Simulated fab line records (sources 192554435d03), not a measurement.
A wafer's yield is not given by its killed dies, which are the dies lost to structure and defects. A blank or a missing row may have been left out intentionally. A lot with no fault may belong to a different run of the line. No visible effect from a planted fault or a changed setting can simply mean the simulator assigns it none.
Which tool is to blame? + flow n5_finfet + Sampling: 11 lots, 30 wafers, 5 of 1938 route steps

## WHAT THE GAUGES READ, wafer by wafer
N5_BEOL_M15_THK_MEAS_01. Usual: for M15_ILD_THK the level is 1627 nm and the standard deviation is 22.
| lot  | measured     | on            | M15_ILD_THK (nm) | flag |
|------|--------------|---------------|------------------|------|
| L693 | day 12 12:51 | film_metro-01 | 1608 1618 1627   |      |
| L697 | day 12 16:22 | film_metro-01 | 1600 1593 1628   |      |
| L700 | day 13 22:31 | film_metro-01 | 1605 1604 1648   |      |
| L702 | day 14 03:38 | film_metro-01 | 1624 1609 1660   |      |
| L703 | day 14 13:47 | film_metro-02 | 1636 1627        |      |
| L705 | day 15 07:23 | film_metro-02 | 1591 1643 1654   |      |
| L707 | day 15 15:22 | film_metro-01 | 1625 1633 1636   |      |
| L708 | day 16 01:02 | film_metro-02 | 1618 1614        |      |
| L711 | day 16 08:36 | film_metro-02 | 1628 1646        |      |
| L710 | day 16 21:10 | film_metro-01 | 1635 1652 1637   |      |
| L715 | day 17 23:31 | film_metro-02 | 1616 1629 1604   |      |

## WHAT TOOL EACH LOT RAN ON (gives the tool, then ch and the chambers of the sampled wafers, and finally the start)
| lot  | N5_BEOL_M14_ETCH_68                | N5_BEOL_M14_SPUTTER_44       | N5_BEOL_M14_SPUTTER_45       | N5_BEOL_M14_CMP_49            |
|------|------------------------------------|------------------------------|------------------------------|-------------------------------|
| L693 | rie_diel-01 ch 1,2,3, day 12 03:36 | pvd_sputter-01, day 12 10:31 | pvd_sputter-01, day 12 10:35 | cmp-02 ch 0,1,2, day 12 12:01 |
| L697 | rie_diel-01 ch 1,2,3, day 12 12:11 | pvd_sputter-01, day 12 14:57 | pvd_sputter-01, day 12 15:02 | cmp-03 ch 0,1,3, day 12 15:38 |
| L700 | rie_diel-06 ch 0,1,2, day 13 20:02 | pvd_sputter-02, day 13 20:56 | pvd_sputter-02, day 13 21:01 | cmp-03 ch 0,1, day 13 21:49   |
| L702 | rie_diel-01 ch 0,1,2, day 13 23:30 | pvd_sputter-02, day 14 02:13 | pvd_sputter-02, day 14 02:18 | cmp-02 ch 1,2,3, day 14 02:56 |
| L703 | rie_diel-06 ch 0,2, day 14 08:36   | pvd_sputter-02, day 14 12:17 | pvd_sputter-02, day 14 12:22 | cmp-01 ch 0,1, day 14 13:11   |
| L705 | rie_diel-03 ch 1,2, day 15 04:43   | pvd_sputter-02, day 15 05:50 | pvd_sputter-02, day 15 05:55 | cmp-02 ch 1,3, day 15 06:32   |
| L707 | rie_diel-03 ch 0,1,2, day 15 11:36 | pvd_sputter-01, day 15 13:57 | pvd_sputter-01, day 15 14:02 | cmp-01 ch 1,2,3, day 15 14:43 |
| L708 | rie_diel-06 ch 1,2, day 15 22:07   | pvd_sputter-02, day 15 23:37 | pvd_sputter-02, day 15 23:42 | cmp-03 ch 2,3, day 16 00:21   |
| L711 | rie_diel-06 ch 0,1, day 16 04:43   | pvd_sputter-02, day 16 07:03 | pvd_sputter-02, day 16 07:08 | cmp-02 ch 0,3, day 16 07:54   |
| L710 | rie_diel-06 ch 0,2,3, day 16 18:01 | pvd_sputter-02, day 16 19:43 | pvd_sputter-02, day 16 19:48 | cmp-03 ch 1,2, day 16 20:24   |
| L715 | rie_diel-06 ch 0,2,3, day 17 18:11 | pvd_sputter-01, day 17 21:52 | pvd_sputter-01, day 17 21:57 | cmp-01 ch 0,2,3, day 17 22:34 |
- N5_BEOL_M14_ETCH_68: etches SOC in N2/H2, time 450 s.
- N5_BEOL_M14_SPUTTER_44: material Ta, target thk 15 nm, time 24.19 s.
- N5_BEOL_M14_SPUTTER_45: material Cu, target thk 100 nm, time 16.67 s.
- N5_BEOL_M14_CMP_49: polishes, stops on SiO2, t overpolish 5.2 s, target thk 560 nm.

## AS READ BY THE TOOLS THEMSELVES (means over the sampled wafers that have a number; for cases with no such wafer, the mark the record gives instead)
N5_BEOL_M14_ETCH_68. Usual: drypump_motor_current_A 5.8 A, standard deviation 0.53; oes_product_au 0.82 a.u., standard deviation 0.091; rf_vpp_V 525.5 V, standard deviation 2.1; showerhead_plenum_p_Torr 2.60 Torr, standard deviation 0.071; throttle_valve_pct 17.64 %, standard deviation 0.26.
| lot  | tool        | drypump_motor_current_A (A) | oes_product_au (a.u.) | rf_vpp_V (V) | showerhead_plenum_p_Torr (Torr) | throttle_valve_pct (%) | flag |
|------|-------------|-----------------------------|-----------------------|--------------|---------------------------------|------------------------|------|
| L693 | rie_diel-01 | 5.9                         | 0.88                  | 526.6        | 2.66                            | 17.44                  |      |
| L697 | rie_diel-01 | 5.9                         | 0.88                  | 526.2        | 2.66                            | 17.44                  |      |
| L700 | rie_diel-06 | 6.2                         | 0.87                  | 525.3        | 2.57                            | 17.60                  |      |
| L702 | rie_diel-01 | 5.8                         | 0.81                  | 527.0        | 2.67                            | 17.50                  |      |
| L703 | rie_diel-06 | 6.0                         | 0.95                  | 524.5        | 2.55                            | 17.50                  |      |
| L705 | rie_diel-03 | 5.2                         | 0.73                  | 525.7        | 2.57                            | 18.14                  |      |
| L707 | rie_diel-03 | 5.2                         | 0.75                  | 524.8        | 2.57                            | 17.92                  |      |
| L708 | rie_diel-06 | 6.4                         | 0.94                  | 523.9        | 2.54                            | 17.49                  |      |
| L711 | rie_diel-06 | 6.2                         | 0.95                  | 526.0        | 2.60                            | 17.42                  |      |
| L710 | rie_diel-06 | 5.8                         | 0.88                  | 524.9        | 2.59                            | 17.57                  |      |
| L715 | rie_diel-06 | 5.8                         | 0.86                  | 525.4        | 2.58                            | 17.58                  |      |

N5_BEOL_M14_SPUTTER_44. Usual: cathode_dc_power_W 15000 W, standard deviation 2.9; throttle_valve_pct 30.3 %, standard deviation 1.2.
| lot  | tool           | cathode_dc_power_W (W) | throttle_valve_pct (%) | flag |
|------|----------------|------------------------|------------------------|------|
| L693 | pvd_sputter-01 | 14998                  | 31.3                   |      |
| L697 | pvd_sputter-01 | 15004                  | 30.7                   |      |
| L700 | pvd_sputter-02 | 15002                  | 29.2                   |      |
| L702 | pvd_sputter-02 | 15000                  | 30.5                   |      |
| L703 | pvd_sputter-02 | 15002                  | 29.7                   |      |
| L705 | pvd_sputter-02 | 14997                  | 30.1                   |      |
| L707 | pvd_sputter-01 | 15001                  | 30.9                   |      |
| L708 | pvd_sputter-02 | 14995                  | 30.7                   |      |
| L711 | pvd_sputter-02 | 14998                  | 30.9                   |      |
| L710 | pvd_sputter-02 | 15003                  | 30.5                   |      |
| L715 | pvd_sputter-01 | 14999                  | 30.6                   |      |

N5_BEOL_M14_SPUTTER_45. Usual: cathode_dc_power_W 26000 W, standard deviation 4.7; throttle_valve_pct 30.3 %, standard deviation 1.2.
| lot  | tool           | cathode_dc_power_W (W) | throttle_valve_pct (%) | flag |
|------|----------------|------------------------|------------------------|------|
| L693 | pvd_sputter-01 | 25997                  | 30.9                   |      |
| L697 | pvd_sputter-01 | 25999                  | 30.7                   |      |
| L700 | pvd_sputter-02 | 26002                  | 29.5                   |      |
| L702 | pvd_sputter-02 | 25999                  | 30.7                   |      |
| L703 | pvd_sputter-02 | 26001                  | 29.6                   |      |
| L705 | pvd_sputter-02 | 25997                  | 30.2                   |      |
| L707 | pvd_sputter-01 | 25994                  | 30.9                   |      |
| L708 | pvd_sputter-02 | 25996                  | 30.7                   |      |
| L711 | pvd_sputter-02 | 25999                  | 30.9                   |      |
| L710 | pvd_sputter-02 | 25995                  | 30.6                   |      |
| L715 | pvd_sputter-01 | 25999                  | 30.6                   |      |

N5_BEOL_M14_CMP_49. Usual: barrier_field_endpoint_s 11.4 s, standard deviation 0.3; clearing_platen_rpm 80.00 rpm, standard deviation 0.044; motor_current_A 8.1 A, standard deviation 0.91.
| lot  | tool   | barrier_field_endpoint_s (s) | clearing_platen_rpm (rpm) | motor_current_A (A) | flag |
|------|--------|------------------------------|---------------------------|---------------------|------|
| L693 | cmp-02 | 11.4                         | 80.04                     | 8.8                 |      |
| L697 | cmp-03 | 11.3                         | 79.97                     | 8.2                 |      |
| L700 | cmp-03 | 11.1                         | 80.03                     | 8.1                 |      |
| L702 | cmp-02 | 11.8                         | 79.97                     | 8.4                 |      |
| L703 | cmp-01 | 11.6                         | 79.97                     | 8.2                 |      |
| L705 | cmp-02 | 11.9                         | 80.00                     | 7.8                 |      |
| L707 | cmp-01 | 11.1                         | 80.01                     | 8.1                 |      |
| L708 | cmp-03 | 10.3                         | 80.06                     | 7.5                 | OFF  |
| L711 | cmp-02 | 8.8                          | 79.98                     | 8.2                 | OFF  |
| L710 | cmp-03 | 9.6                          | 80.01                     | 7.3                 | OFF  |
| L715 | cmp-01 | 11.2                         | 80.01                     | 7.5                 |      |

## THE ANSWER, worked out from the rows above alone
Rule: a lot counts as off when the mean over its wafers that have a number is more than 3 standard deviations away from the usual mean. A lot without any number at a reading at which 4 lots or more have one is off too. Where the step has rows for the other lots, those lots are counted as sound. After the gauges, taken in route order, come the tools' own readings; for these a lot's mean is taken, as printed above. At the first step where some lot is off, the reading lying furthest off is the one used; lots without a number count as furthest.
Off, at N5_BEOL_M14_CMP_49 on barrier_field_endpoint_s: L708, L711, L710.
If a tool, at that step or one of the process steps before it, ran each lot that is off and ran no sound lot following the first of them, it fits. One fits: pvd_sputter-02 at N5_BEOL_M14_SPUTTER_44 and N5_BEOL_M14_SPUTTER_45. At N5_BEOL_M14_SPUTTER_44 its last sound lot is L705 (day 15 05:50), its first lot that is off L708 (day 15 23:37): a fault that began between those two fits.

## WHAT THE SIMULATOR PUT IN
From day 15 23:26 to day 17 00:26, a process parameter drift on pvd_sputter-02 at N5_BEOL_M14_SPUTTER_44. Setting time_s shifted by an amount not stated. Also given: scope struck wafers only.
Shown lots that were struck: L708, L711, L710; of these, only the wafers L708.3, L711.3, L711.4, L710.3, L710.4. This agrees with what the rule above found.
